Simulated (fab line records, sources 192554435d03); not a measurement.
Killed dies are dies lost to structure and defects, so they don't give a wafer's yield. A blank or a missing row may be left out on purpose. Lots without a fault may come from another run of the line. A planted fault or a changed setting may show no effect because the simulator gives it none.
fab line records | flow n5_finfet
record lots=10 wafers=29 last_day=16
route steps=1938 shown SD_ACTIVATION@331 ILD0@340 BEOL_M4@1111
lots that met no fault: from a run of the same line without faults
start_h: hours from the record's first day to the start of the lot's first wafer shown | wait_h: hours since the lot's step before | " the same as in the row above | L1.1+2: a row that stands for several wafers | - no value, or no start given | * or withheld: withheld | < > ~ a bound
route shown NAME@n: a module of which the file shows steps, and the number in the route of the first | usual: mean/standard deviation of fault-free wafers | same: alike in all rows | chamber/n: place in a boat | sites: the reading at each site | _std_site: their standard deviation | _edge_site: outer sites' mean less inner sites' | radius_mm: how far each site lies from the wafer's centre | mask NAME#n: copy n | behind: the tool/chamber that last shaped the wafer | hold: why the lot was held/for how many hours/how that ended | device: the transistor (n, p or np) that didn't switch | end of line: the same wafers' tests at the end of the route | a step without rows: its recipe alone | killed: dies lost to structure and defects at the first sort, not the wafer's yield | map: a wafer's dies, x killed, . not, _ none there
set.NAME: the setting as run; set.NAME@STEP: as run at that earlier step | model.NAME: the simulator's own value behind a step, which no gauge read
steps of the route over a sample of lots; a table a step, a row a wafer
services: from which hour (start_h, from the record's first day; less than 0 if before it) a tool's chamber was out of use, for how many hours, and why
## steps
# step N5_SD_ACTIVATION_LSA_01
# recipe temp_c=1080 time_s=0.0008 ambient=N2
# usual wafer_temp_C_max=1086.6/2
# columns lot.wafer tool chamber start_h wait_h wafer_temp_C_max
L138.3 laser_anneal-02 0 57.22 0.2 1084.0
L138.4 " 0 " " 1087.4
L138.6 " 0 " " 1083.6
L139.1 laser_anneal-02 0 66.59 0.2 1085.4
L139.3 " 0 " " 1085.2
L139.5 " 0 " " 1085.6
L143.1 laser_anneal-02 0 87.87 0.2 1087.9
L143.4 " 0 " " 1084.6
L143.6 " 0 " " 1086.9
L144.4 laser_anneal-01 0 97.86 0.2 1088.4
L144.5 " 0 " " 1088.3
L144.6 " 0 " " 1088.0
L146.2 laser_anneal-01 0 105.98 0.2 1086.9
L146.4 " 0 " " 1088.8
L146.5 " 0 " " 1089.4
L148.1 laser_anneal-01 0 125.41 0.2 1088.9
L148.4 " 0 " " 1087.1
L148.6 " 0 " " 1087.5
L149.1 laser_anneal-02 0 127.53 0.2 1086.4
L149.2 " 0 " " 1084.9
L149.3 " 0 " " 1084.2
L150.2 laser_anneal-01 0 133.13 0.2 1088.4
L150.3 " 0 " " 1093.2
L150.4 " 0 " " 1088.5
L152.1 laser_anneal-01 0 147.37 0.2 1091.0
L152.4 " 0 " " 1089.3
L152.5 " 0 " " 1090.6
L154.3 laser_anneal-01 0 157.15 0.2 1086.5
L154.6 " 0 " " 1085.3
# step N5_ILD0_CMP_07
# recipe stop_on=poly-Si material=SiO2_flowable t_overpolish_s=1.18 post_cmp_clean=alkaline_brush down_force_psi=4.1491 platen_rpm=51.796 pad_velocity_m_s=1.0306 target_thk_nm=138.88
# usual motor_current_A=12.9/1.4
# columns lot.wafer tool chamber start_h wait_h motor_current_A
L138.4 cmp-04 1 60.41 0.0 9.1
L138.3 " 3 " " 12.5
L138.6 " 1 " " 9.3
L139.1 cmp-03 1 69.98 0.0 12.2
L139.3 " 3 " " 12.1
L139.5 " 2 " " 13.1
L143.1 cmp-02 0 91.20 0.1 13.6
L143.4 " 1 " " 15.6
L143.6 " 3 " " 12.5
L144.4 cmp-02 1 101.70 0.0 15.4
L144.6 " 1 " " 14.8
L144.5 " 2 " " 11.7
L146.4 cmp-02 3 109.24 0.1 12.7
L146.2 " 0 " " 13.0
L146.5 " 2 " " 12.4
L148.4 cmp-02 0 128.88 0.1 13.1
L148.1 " 1 " " 14.7
L148.6 " 2 " " 12.8
L149.1 cmp-02 1 130.78 0.0 14.5
L149.2 " 2 " " 12.4
L149.3 " 3 " " 12.8
L150.2 cmp-02 2 136.50 0.0 11.8
L150.3 " 0 " " 13.1
L150.4 " 1 " " 15.3
L152.4 cmp-02 0 150.62 0.0 13.2
L152.1 " 2 " " 12.6
L152.5 " 0 " " 13.8
L154.3 cmp-02 0 160.98 0.1 12.9
L154.6 " 2 " " 12.2
# step N5_ILD0_THK_MEAS_08
# usual thk_nm=138.9/1.3
# columns lot.wafer tool chamber start_h wait_h thk_nm
L138.3 film_metro-01 - 60.70 - 136.2
L138.4 " - " " 139.1
L138.6 " - " " 138.0
L139.1 film_metro-01 - 70.27 - 139.7
L139.3 " - " " 140.4
L139.5 " - " " 138.6
L143.1 film_metro-01 - 91.42 - 139.4
L143.4 " - " " 140.7
L143.6 " - " " 139.7
L144.4 film_metro-01 - 102.00 - 138.5
L144.5 " - " " 135.2
L144.6 " - " " 138.4
L146.2 film_metro-02 - 109.50 - 137.4
L146.4 " - " " 139.3
L146.5 " - " " 137.9
L148.1 film_metro-01 - 129.10 - 139.9
L148.4 " - " " 138.9
L148.6 " - " " 138.2
L149.1 film_metro-01 - 131.07 - 140.4
L149.2 " - " " 139.1
L149.3 " - " " 140.5
L150.2 film_metro-01 - 136.80 - 138.7
L150.3 " - " " 138.6
L150.4 " - " " 140.7
L152.1 film_metro-01 - 150.91 - 137.5
L152.4 " - " " 138.4
L152.5 " - " " 138.3
L154.3 film_metro-02 - 161.20 - 140.1
L154.6 " - " " 134.3
# step N5_ILD0_ALD_15
# recipe material=SiNx target_thk_a=240 temp_c=400 ald_precursor_family=SiH2I2 ald_co_reactant=N2/H2-plasma pulse_time_s=1 ald_cycles=480 purge_time_s=2 co_reactant_purge_time_s=2 pressure_torr=2
# usual heater_power_outer_w=521/58 heater_power_w=827/70 precursor_pulse_height_rel=1.001/0.02
# same co_reactant_purge_time_s=2 purge_time_s=2
# columns lot.wafer tool chamber start_h wait_h heater_power_outer_w heater_power_w precursor_pulse_height_rel
L138.3 ald_sin-02 0 61.42 0.4 460 724 0.978
L138.4 " 3 " " 573 848 1.012
L138.6 " 2 62.51 1.1 556 868 1.009
L139.1 ald_sin-04 0 70.99 0.6 492 748 1.022
L139.3 " 1 " " 565 878 1.018
L139.5 " 3 72.07 1.2 523 763 1.006
L143.1 ald_sin-02 0 92.33 0.8 458 730 1.014
L143.4 " 3 " " 576 861 1.006
L143.6 " 0 93.42 1.3 455 722 1.005
L144.4 ald_sin-01 2 102.72 0.2 499 822 1.023
L144.5 " 0 103.80 1.2 629 966 1.034
L144.6 " 1 " " 549 862 1.029
L146.2 ald_sin-01 2 110.22 0.5 492 867 1.012
L146.4 " 3 " " 453 773 1.009
L146.5 " 3 111.30 1.2 454 798 0.991
L148.1 ald_sin-01 1 129.90 0.6 551 856 1.016
L148.4 " 3 " " 460 785 1.036
L148.6 " 3 130.98 1.2 455 799 0.995
L149.1 ald_sin-02 2 131.81 0.6 568 893 1.020
L149.2 " 3 " " 564 857 0.977
L149.3 " 0 " " 458 742 0.997
L150.2 ald_sin-02 2 137.51 0.5 561 863 1.014
L150.3 " 1 " " 434 748 1.002
L150.4 " 3 " " 574 874 1.021
L152.1 ald_sin-02 2 151.63 0.6 555 883 0.998
L152.4 " 3 " " 573 864 0.972
L152.5 " 1 152.72 1.2 439 748 1.010
L154.3 ald_sin-02 2 162.90 1.0 558 847 1.014
L154.6 " 0 163.98 1.4 464 734 1.017
# step N5_ILD0_THK_MEAS_13
# usual thk_nm=17.4/1.2
# columns lot.wafer tool chamber start_h wait_h thk_nm
L138.3 film_metro-01 - 63.92 - 17.7
L138.4 " - " " 17.0
L138.6 " - " " 18.1
L139.1 film_metro-01 - 73.48 - 14.9
L139.3 " - " " 16.4
L139.5 " - " " 17.4
L143.1 film_metro-02 - 94.83 - 17.4
L143.4 " - " " 17.1
L143.6 " - " " 17.5
L144.4 film_metro-02 - 105.21 - 18.3
L144.5 " - " " 17.8
L144.6 " - " " 18.7
L146.2 film_metro-01 - 112.71 - 18.2
L146.4 " - " " 18.1
L146.5 " - " " 18.5
L148.1 film_metro-01 - 132.39 - 18.0
L148.4 " - " " 18.0
L148.6 " - " " 18.7
L149.1 film_metro-02 - 134.70 - 15.2
L149.2 " - " " 17.8
L149.3 " - " " 15.7
L150.2 film_metro-01 - 140.01 - 18.1
L150.3 " - " " 18.5
L150.4 " - " " 17.2
L152.1 film_metro-01 - 154.13 - 16.5
L152.4 " - " " 16.5
L152.5 " - " " 16.6
L154.3 film_metro-02 - 165.40 - 18.8
L154.6 " - " " 18.0
# step N5_BEOL_M4_RC_MEAS_101
# usual DIBL_N=36.0/2.5 DIBL_P=36.2/3 IOFF_N=0.16/0.044 IOFF_P=0.21/0.049 ION_N=671/15 ION_P=461/8.7 SS_N=71.5/0.72 SS_P=73.4/0.9 VT_N=251/4.4 VT_P=-250/4
# columns lot.wafer tool chamber start_h wait_h DIBL_N[mV/V] DIBL_P[mV/V] IOFF_N[nA/um] IOFF_P[nA/um] ION_N[uA/um] ION_P[uA/um] SS_N[mV/dec] SS_P[mV/dec] VT_N[mV] VT_P[mV]
L138.3 prober-01 0 180.36 0.3 34.7 33.8 0.13 0.20 653 456 71.5 72.0 255 -250
L138.4 " 0 " " 36.7 36.3 0.16 0.24 672 469 71.4 73.8 249 -243
L138.6 " 0 " " 33.9 32.7 0.12 0.19 667 468 71.0 72.1 252 -246
L139.1 prober-02 0 189.25 0.6 34.6 36.4 0.13 0.19 652 449 71.9 73.2 254 -252
L139.3 " 0 " " 33.6 35.3 0.13 0.17 660 452 71.7 73.2 253 -253
L139.5 " 0 " " 33.5 35.5 0.13 0.18 652 447 72.0 73.0 254 -255
L143.1 prober-02 0 215.26 0.0 41.4 41.8 0.26 0.29 697 466 72.5 75.0 245 -246
L143.4 " 0 " " 38.8 39.1 0.19 0.24 673 457 73.0 74.2 247 -249
L143.6 " 0 " " 39.2 39.7 0.20 0.24 690 468 72.9 75.1 248 -251
L144.4 prober-01 0 219.58 0.5 36.4 36.8 0.15 0.20 678 464 71.5 73.5 252 -251
L144.5 " 0 " " 34.6 33.4 0.11 0.16 653 452 70.4 72.5 255 -253
L144.6 " 0 " " 35.0 35.4 0.12 0.20 669 468 71.6 72.8 255 -252
L146.2 prober-01 0 222.69 0.2 34.1 32.0 0.11 0.14 661 453 70.8 72.9 259 -259
L146.4 " 0 " " 36.0 35.3 0.13 0.16 658 450 71.4 73.9 255 -258
L146.5 " 0 " " 37.1 37.1 0.15 0.20 654 455 72.1 74.2 251 -254
L148.1 prober-02 0 244.31 0.0 35.8 35.0 0.13 0.19 662 459 71.5 73.2 253 -253
L148.4 " 0 " " 38.2 37.5 0.17 0.22 672 463 72.1 73.5 249 -247
L148.6 " 0 " " 35.3 33.7 0.13 0.18 662 464 71.2 72.7 252 -252
L149.1 prober-02 0 251.89 0.0 36.6 36.2 0.16 0.21 666 452 71.6 73.5 252 -250
L149.2 " 0 " " 38.0 37.7 0.18 0.22 680 460 71.9 74.1 249 -253
L149.3 " 0 " " 30.6 28.6 0.08 0.11 656 446 70.4 71.3 259 -260
L150.2 prober-02 0 260.87 0.2 40.2 39.5 0.21 0.29 695 476 72.0 74.3 243 -245
L150.3 " 0 " " 38.9 37.9 0.18 0.24 676 471 72.1 73.6 247 -248
L150.4 " 0 " " 38.6 36.6 0.17 0.22 668 456 71.9 73.7 250 -250
L154.3 prober-02 0 271.32 0.3 34.2 32.6 0.12 0.15 660 448 71.2 72.5 254 -254
L154.6 " 0 " " 38.7 38.6 0.23 0.25 700 463 72.4 74.3 243 -251
L152.1 prober-01 0 276.68 0.0 34.6 35.0 0.12 0.17 659 452 70.8 72.6 257 -250
L152.4 " 0 " " 38.4 39.2 0.19 0.25 686 464 71.7 74.5 248 -249
L152.5 " 0 " " 39.2 41.3 0.21 0.28 685 466 72.1 73.9 247 -249
## services
# columns tool chamber start_h hours kind
cmp-02 - 35.21 0.3 repair
ald_sin-01 2 38.54 3.2 repair
ald_sin-01 1 40.54 4.0 repair
ald_sin-04 0 54.95 3.0 repair
cmp-02 - 68.77 4.0 pm
cmp-02 - 72.77 - consumable_replace:conditioner
cmp-02 - 72.77 - consumable_replace:pad
laser_anneal-02 - 81.98 2.7 pm
ald_sin-01 1 99.03 2.6 repair
ald_sin-02 - 100.09 5.0 repair
ald_sin-04 - 112.23 14.6 pm
laser_anneal-01 - 122.54 2.8 pm
ald_sin-01 2 127.67 1.4 repair
cmp-03 - 131.93 4.0 pm
cmp-03 - 135.93 - consumable_replace:conditioner
cmp-03 - 135.93 - consumable_replace:pad
cmp-04 - 153.06 6.5 repair
## key
first_sign step=N5_ILD0_THK_MEAS_08 reading=thk_nm direction=down sigmas=3.5 usual=* struck=*
effect none on later readings
met_at N5_ILD0_CMP_07
struck_lots L154
struck_wafers L154.6
not_acting_at N5_SD_ACTIVATION_LSA_01,N5_ILD0_ALD_15,N5_ILD0_THK_MEAS_13
onset_between 150.62 160.98
fault kind=process_parameter_drift tool=cmp-02 chamber=- onset_h=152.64 steps=N5_ILD0_CMP_07 channel=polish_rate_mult offset=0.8 shape=step end_h=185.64 scope=struck_wafers_only
